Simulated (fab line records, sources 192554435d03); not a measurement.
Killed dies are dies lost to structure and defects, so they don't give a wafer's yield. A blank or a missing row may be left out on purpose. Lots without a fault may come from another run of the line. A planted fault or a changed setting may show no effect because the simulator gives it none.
Split-lot experiment | flow n5_finfet | 7 lots, 21 wafers read, on a route of 1938 steps

THE SPLIT
At N5_BEOL_M13_TRENCH_ETCH_34 (etches SiOC in C4F8/O2/Ar, target depth 413.47 nm, time 162.6 s), the setting time_s was moved away from the recipe's 162.6 s on 5 of the 21 wafers read, by -14.6% to +21.2%. The other wafers ran this setting at the recipe's value.

FROM THE SPLIT TO THE READING: what the file shows between them, 10 steps
- N5_BEOL_M13_STRIP_70: strips in C4F8/O2/Ar
- N5_BEOL_M13_OCD_MEAS_35
- N5_BEOL_M13_STRIP_37: strips in N2/H2
- N5_BEOL_M13_ETCH_38: etches SiCN in CF4/N2, target depth 67.5 nm, time 71.9 s
- N5_BEOL_M13_ECD_47: material Cu, target thk 936 nm
- N5_BEOL_M13_ANNEAL_48: time 90 s
- N5_BEOL_M13_CMP_49: polishes, stops on SiOC, t overpolish 17.1 s, target thk 420 nm
- N5_BEOL_M13_THK_MEAS_50: measures by xrf
- N5_BEOL_M13_PRE_CLEAN_52: time 15 s
- N5_BEOL_M13_DEP_53: deposits SiCN from 3MS/NH3, target thk 50 nm, time 17.8 s

THE READING
M13_RS, in ohm/sq, at N5_BEOL_M13_RS_MEAS_54 (measures by four-point-probe). Fault-free wafers of this fab line usually give 0.0454 ohm/sq, standard deviation 0.00077 ohm/sq.

wafer  | tool, chamber at the split | time_s as run, s | against the recipe | M13_RS, ohm/sq | against lot-mates on the recipe
L077.1 | rie_diel-06, 0             | 162.6            | recipe             | 0.0454         | -
L077.2 | rie_diel-06, 2             | 162.6            | recipe             | 0.0452         | -
L077.5 | rie_diel-06, 0             | 162.6            | recipe             | 0.0456         | -
L078.1 | rie_diel-05, 1             | 162.6            | recipe             | 0.0465         | -
L078.5 | rie_diel-05, 3             | 162.6            | recipe             | 0.0469         | -
L078.6 | rie_diel-05, 2             | 138.8            | -14.6%             | 0.0530         | +0.0063
L081.3 | rie_diel-05, 2             | 162.6            | recipe             | 0.0452         | -
L081.4 | rie_diel-05, 0             | 162.6            | recipe             | 0.0449         | -
L081.5 | rie_diel-05, 3             | 162.6            | recipe             | 0.0458         | -
L083.1 | rie_diel-05, 2             | 162.6            | recipe             | 0.0450         | -
L083.3 | rie_diel-05, 3             | 162.6            | recipe             | 0.0458         | -
L083.4 | rie_diel-05, 0             | 162.6            | recipe             | 0.0448         | -
L087.2 | rie_diel-03, 0             | 197.1            | +21.2%             | 0.0381         | -0.0078
L087.3 | rie_diel-03, 1             | 162.6            | recipe             | 0.0459         | -
L087.4 | rie_diel-03, 2             | 197.1            | +21.2%             | 0.0375         | -0.0084
L091.3 | rie_diel-06, 3             | 162.6            | recipe             | 0.0440         | -
L091.4 | rie_diel-06, 0             | 162.6            | recipe             | 0.0456         | -
L091.6 | rie_diel-06, 3             | 162.6            | recipe             | 0.0444         | -
L096.2 | rie_diel-05, 1             | 162.6            | recipe             | 0.0457         | -
L096.3 | rie_diel-05, 3             | 177.8            | +9.3%              | 0.0419         | -0.0038
L096.5 | rie_diel-05, 1             | 177.8            | +9.3%              | 0.0416         | -0.0041

THE FIT
A straight line over all 21 wafers: M13_RS changes by -0.000396 ohm/sq for each +1% of time_s; r = -0.97; the points scatter about the line by 0.0008 ohm/sq.
The same after taking each lot's own level away (the mean of its wafers on the recipe; 21 wafers): -0.000396 ohm/sq for each +1%; r = -0.99; scatter 0.00042 ohm/sq.
On that fit, the largest move of time_s shifts the reading by 0.0084 ohm/sq.
The lots' own levels span 0.04467 to 0.04670 ohm/sq, that is 2.6 times the standard deviation above.
So the lot-to-lot level changes the slope little: the two slopes agree.
Check: with one of the wafers moved furthest among these (+21.2%) left out of the fit, the line predicts -0.0087 ohm/sq for it against its lot-mates. It came out at -0.0078 ohm/sq against them.

THE WHOLE CHAIN: every reading that the file lists as answering this split, in the file's order
step                       | what it does                                                    | reading                                                                       | change (the file's fit)               | r (the file's)
N5_BEOL_M13_TRENCH_ETCH_34 | etches SiOC in C4F8/O2/Ar, target depth 413.47 nm, time 162.6 s | etch.depth_nm (the simulator's own value, which no gauge read)                | +3.85 nm for each +1% of the setting  | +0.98
N5_BEOL_M13_OCD_MEAS_35    |                                                                 | trench_depth_nm                                                               | +3.85 nm for each +1% of the setting  | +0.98
N5_BEOL_M13_CMP_49         | polishes, stops on SiOC, t overpolish 17.1 s, target thk 420 nm | Cu_of_BEOL_M13_ECD_47.thk_nm (the simulator's own value, which no gauge read) | +3.81 nm for each +1% of the setting  | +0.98
N5_BEOL_M13_THK_MEAS_50    | measures by xrf                                                 | M13_THK                                                                       | +3.93 for each +1% of the setting     | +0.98
N5_BEOL_M13_RS_MEAS_54     | measures by four-point-probe                                    | M13_RS                                                                        | -0.000401 for each +1% of the setting | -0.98

THE FILE'S OWN FIT
M13_RS changes by -0.000401 ohm/sq for each +1% of time_s, r = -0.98.
